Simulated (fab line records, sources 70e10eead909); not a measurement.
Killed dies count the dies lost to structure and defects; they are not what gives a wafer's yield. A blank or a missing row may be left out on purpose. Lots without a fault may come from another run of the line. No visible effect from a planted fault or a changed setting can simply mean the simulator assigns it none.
What tool caused it?    flow nand-harc    13 lots with 39 wafers sampled at 4 steps, on a route of 1302 steps

== WHAT THE GAUGES READ, wafer by wafer ==
NHARC_END_SORT_01.
lot   measured      on         killed-at-array  killed-at-other  killed-at-periphery  killed-dies  killed-open  killed-short
L720  day 32 06:52  prober-01  216 190 47       4 0 3            4 8 1                224 198 51   4 4 1        3 2 2

== EACH LOT AND THE TOOL THAT RAN IT (in order: tool; ch and the chambers of the sampled wafers; start) ==
lot   NHARC_A_CONTACT_DEP_58           NHARC_A_BONDPAD_ETCH_12                        NHARC_A_BONDPAD_PRE_CLEAN_26
L702  pecvd-03 ch 0,1, day 22 06:57    rie-diel-09 ch 2,3, no start                   pvd-sputter-01, no start
L703  pecvd-03 ch 0,1, day 22 10:09    rie-diel-09 ch 0,2,3, no start                 pvd-sputter-03, no start
L706  pecvd-02 ch 1,2, day 23 06:23    rie-diel-09 ch 0,1,2, no start                 pvd-sputter-01, no start
L705  pecvd-04 ch 0,1, day 23 08:16    rie-diel-09 ch 0,1,2, no start                 pvd-sputter-02, no start
L710  pecvd-02 ch 0,1,2, day 25 07:05  rie-diel-09 ch 0,2,3, no start                 pvd-sputter-01, no start
L711  pecvd-03 ch 0,2, day 25 08:18    rie-diel-05 ch 1,2,3, no start                 pvd-sputter-02, no start
L712  pecvd-03 ch 0,2, day 25 23:38    rie-diel-09 ch 0,3, no start                   pvd-sputter-02, no start
L713  pecvd-02 ch 1,2, day 26 04:01    rie-diel-05 ch 0,1,3, no start                 pvd-sputter-02, no start
L714  pecvd-03 ch 0,1, day 26 18:24    rie-diel-09 ch 0,1,3, no start                 pvd-sputter-03, no start
L717  pecvd-02 ch 0,1,2, day 27 15:15  rie-diel-10 ch 0,2,3, no start                 pvd-sputter-03, no start
L718  pecvd-02 ch 1,2, day 28 11:29    rie-diel-09 ch 0,1, no start                   pvd-sputter-03, no start
L720  pecvd-02 ch 0,1, day 29 19:00    rie-diel-09 ch 1,2,3, day 32 06:52 or earlier  pvd-sputter-03, day 32 06:52 or earlier
L721  pecvd-03 ch 0,1, day 29 19:02    rie-diel-09 ch 2,3, no start                   pvd-sputter-01, no start
- NHARC_A_CONTACT_DEP_58: deposits SiON, target thk 90 nm.
- NHARC_A_BONDPAD_ETCH_12: etches the open film in CHF3/O2, target depth 220 nm, time 110 s.
- NHARC_A_BONDPAD_PRE_CLEAN_26: time 30 s.

== WHAT THE TOOLS THEMSELVES READ (means of the sampled wafers that have a number; where no wafer has one, the mark that the record gives instead) ==
NHARC_A_CONTACT_DEP_58.
lot   tool      heater-power-w (W)  showerhead-vpp-V (V)
L702  pecvd-03  737                 1157
L703  pecvd-03  772                 1174
L706  pecvd-02  765                 1166
L705  pecvd-04  553                 1124
L710  pecvd-02  764                 1136
L711  pecvd-03  773                 1236
L712  pecvd-03  770                 1192
L713  pecvd-02  648                 1101
L714  pecvd-03  713                 1169
L717  pecvd-02  733                 1138
L718  pecvd-02  791                 1153
L720  pecvd-02  724                 1119
L721  pecvd-03  824                 1159

NHARC_A_BONDPAD_ETCH_12.
lot   tool         drypump-motor-current-A (A)  oes-product-au (a.u.)  rf-vpp-V (V)  showerhead-plenum-p-Torr (Torr)  throttle-valve-pct (%)
L702  rie-diel-09  6.3                          0.957                  370.0         2.39                             20.583
L703  rie-diel-09  5.9                          0.964                  370.3         2.36                             20.576
L706  rie-diel-09  5.7                          0.952                  371.3         2.43                             20.570
L705  rie-diel-09  5.7                          0.917                  370.8         2.43                             20.560
L710  rie-diel-09  5.9                          0.950                  369.5         2.36                             20.573
L711  rie-diel-05  5.9                          0.920                  370.6         2.40                             20.570
L712  rie-diel-09  5.8                          0.912                  367.4         2.28                             20.578
L713  rie-diel-05  5.8                          0.916                  372.0         2.44                             20.582
L714  rie-diel-09  5.9                          0.946                  369.7         2.37                             20.564
L717  rie-diel-10  5.6                          0.918                  373.1         2.52                             20.576
L718  rie-diel-09  5.7                          0.943                  371.4         2.44                             20.572
L720  rie-diel-09  6.0                          0.952                  372.0         2.46                             20.561
L721  rie-diel-09  6.0                          0.959                  372.1         2.45                             20.578

NHARC_A_BONDPAD_PRE_CLEAN_26.
lot   tool            heater-power-w (W)
L702  pvd-sputter-01  327
L703  pvd-sputter-03  450
L706  pvd-sputter-01  396
L705  pvd-sputter-02  389
L710  pvd-sputter-01  359
L711  pvd-sputter-02  359
L712  pvd-sputter-02  393
L713  pvd-sputter-02  405
L714  pvd-sputter-03  472
L717  pvd-sputter-03  414
L718  pvd-sputter-03  426
L720  pvd-sputter-03  440
L721  pvd-sputter-01  394

== THE ANSWER, worked out from the rows above alone ==
Rule: the usual values come from the lots themselves. The widest of any qualifying gaps counts: lots, ordered by their means at a reading, are off when they make up no more than a third of the lots, leave a main group of 4 or more, and stand apart from it by 3 or more times the standard deviation of that group's means. If all means in a main group match to the digits the tables above print for the reading, that group is not used. A lot without any number at a reading at which 4 lots or more have one is off too. Where the step has rows for the other lots, those lots are counted as sound. The gauges are gone through in route order, then the tools' own readings, and for those a lot's mean is taken as printed above. The first step at which some lot is off is used, and at that step the reading that is off furthest; a lot without a number counts as furthest.
Across all readings shown, no lot is off: no conclusion can be drawn from this.

== WHAT THE SIMULATOR HAD PUT IN ==
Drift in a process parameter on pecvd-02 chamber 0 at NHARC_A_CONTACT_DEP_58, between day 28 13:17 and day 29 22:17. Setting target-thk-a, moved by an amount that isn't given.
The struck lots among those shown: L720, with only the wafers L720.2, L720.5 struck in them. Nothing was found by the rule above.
